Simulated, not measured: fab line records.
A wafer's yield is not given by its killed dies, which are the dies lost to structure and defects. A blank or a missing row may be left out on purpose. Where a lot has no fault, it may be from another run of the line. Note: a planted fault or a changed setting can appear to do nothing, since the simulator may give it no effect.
Comparing a struck lot with a sound one + flow nandHarc + 15 steps out of a route of 1302
Sound: wafers L337.1, L337.2, L337.4. Wafers struck: L332.2, L332.3, L332.4. At the end, the cause is stated.
For every step that has rows: the tool of each side, followed by ch and its chambers, followed by its first start. Under that, the readings that differ: sound wafers + struck wafers + difference of the means + sigmas: that difference in standard deviations of wafers without a fault.
alike: words and numbers the same on both sides, and readings whose means are apart by under 2 such deviations; not compared: readings that were withheld, readings missing a value for some wafer, numbers with overlapping values and no deviation given by the record, and bounds like >300 which may hide the same value.
Wherever a step has rows on one side only, a row that says differs or no value, or a row with sigmas, the two part there. When numbers do not overlap yet have no deviation, they are printed without sigmas and do not part them. Lack of a reading on every wafer of one side parts them only where that side has two or more wafers.

NHARC_A_CHANNEL_HOLE_D1_ETCH_44: etches the open film in CF4/O2, target depth 140 nm, overetch 14 nm, time 77 s.
  sound on rieDiel-13 ch 1,2,3, day 15 20:37; struck on rieDiel-10 ch 1,2,3, day 13 13:43
| reading             | sound | struck | difference | sigmas |
|---------------------|-------|--------|------------|--------|
| rfHoursCounterH (h) | 1 2 2 | 5 5 6  | +4         |        |
  alike: drypumpMotorCurrentA, mfcArSccm, oesProductAu, rfVppV, showerheadPlenumPTorr, throttleValvePct
NHARC_A_CHANNEL_HOLE_D1_STRIP_27: strips in O2.
  sound: rieDiel-13 ch 0,1,2; struck: rieDiel-10 ch 0,1,2
| reading             | sound | struck | difference | sigmas |
|---------------------|-------|--------|------------|--------|
| rfHoursCounterH (h) | 2 1 2 | 6 6 5  | +4         |        |
  alike: drypumpMotorCurrentA, mfcArSccm, oesProductAu, rfVppV, showerheadPlenumPTorr, throttleValvePct
then, 2 steps without rows for these wafers: NHARC_A_CHANNEL_HOLE_D1_PRECLEAN_28 (cleans in SC1); NHARC_A_CHANNEL_HOLE_D1_SRD_29.
NHARC_A_CHANNEL_HOLE_D1_CD_MEAS_30:
  sound on cdSem-03, day 15 21:27; struck on cdSem-03, day 13 14:31
  alike: cdNm
NHARC_A_CHANNEL_HOLE_D1_XSEM_31:
  sound on xsem-01 ch 0, day 15 21:32; struck on xsem-02 ch 0, day 13 14:37
  alike: botCdNm, bowNm, tiltDeg
NHARC_A_CHANNEL_HOLE_D1_INSPECT_40:
  sound on defectInspect-01, day 15 21:38; struck on defectInspect-01, day 13 14:43
  alike: rawDefectCount
then, 3 steps without rows for these wafers: NHARC_A_CHANNEL_FILL_D1_PRECLEAN_00 (cleans in SC1); NHARC_A_CHANNEL_FILL_D1_SRD_01; NHARC_A_CHANNEL_FILL_D1_ALD_02 (deposits SiO2, target thk 6 nm, pulse time 10 s, ald cycles 60).
NHARC_A_CHANNEL_FILL_D1_ALD_03: deposits SiNx, target thk 6 nm, pulse time 60 s, ald cycles 58.
  sound: aldSinBatch-01 ch 0; struck: aldSinBatch-03 ch 0
  alike: aldCycles, precursorPulseHeightRel
NHARC_A_CHANNEL_FILL_D1_ALD_14: deposits SiO2, target thk 2.5 nm, pulse time 10 s, ald cycles 25.
  sound on aldHk-01 ch 0,2,3, day 16 04:14; struck on aldHk-03 ch 0,1,3, day 13 21:25
  alike: aldCycles, heaterPowerW, precursorPulseHeightRel
NHARC_A_CHANNEL_FILL_D1_ALD_15: deposits SiNx, target thk 2 nm, pulse time 60 s, ald cycles 19.
  sound on aldSinBatch-03 ch 0, day 16 07:21; struck on aldSinBatch-02 ch 0, day 14 00:16
| reading   | sound    | struck   | difference | sigmas |
|-----------|----------|----------|------------|--------|
| aldCycles | 19 19 19 | 21 21 21 | +2         |        |
  alike: precursorPulseHeightRel
then, 1 step without rows for these wafers: NHARC_A_CHANNEL_FILL_D1_ALD_16 (deposits SiO2, target thk 1.5 nm, pulse time 10 s, ald cycles 15).
-- break in the record here, with 15 days between the starts of the struck wafers on either side (left off in module A_CHANNEL_FILL_D1, picked up again in module END, where the first step shown is number 1302 on the route) --
NHARC_END_SORT_01:
  only the struck wafers appear in the record here, on prober-02 ch 0 at day 29 00:02; the sound ones have no rows

## WHERE THEY PART
Within this record, at NHARC_END_SORT_01 only.

WHY: whatever the simulator had introduced
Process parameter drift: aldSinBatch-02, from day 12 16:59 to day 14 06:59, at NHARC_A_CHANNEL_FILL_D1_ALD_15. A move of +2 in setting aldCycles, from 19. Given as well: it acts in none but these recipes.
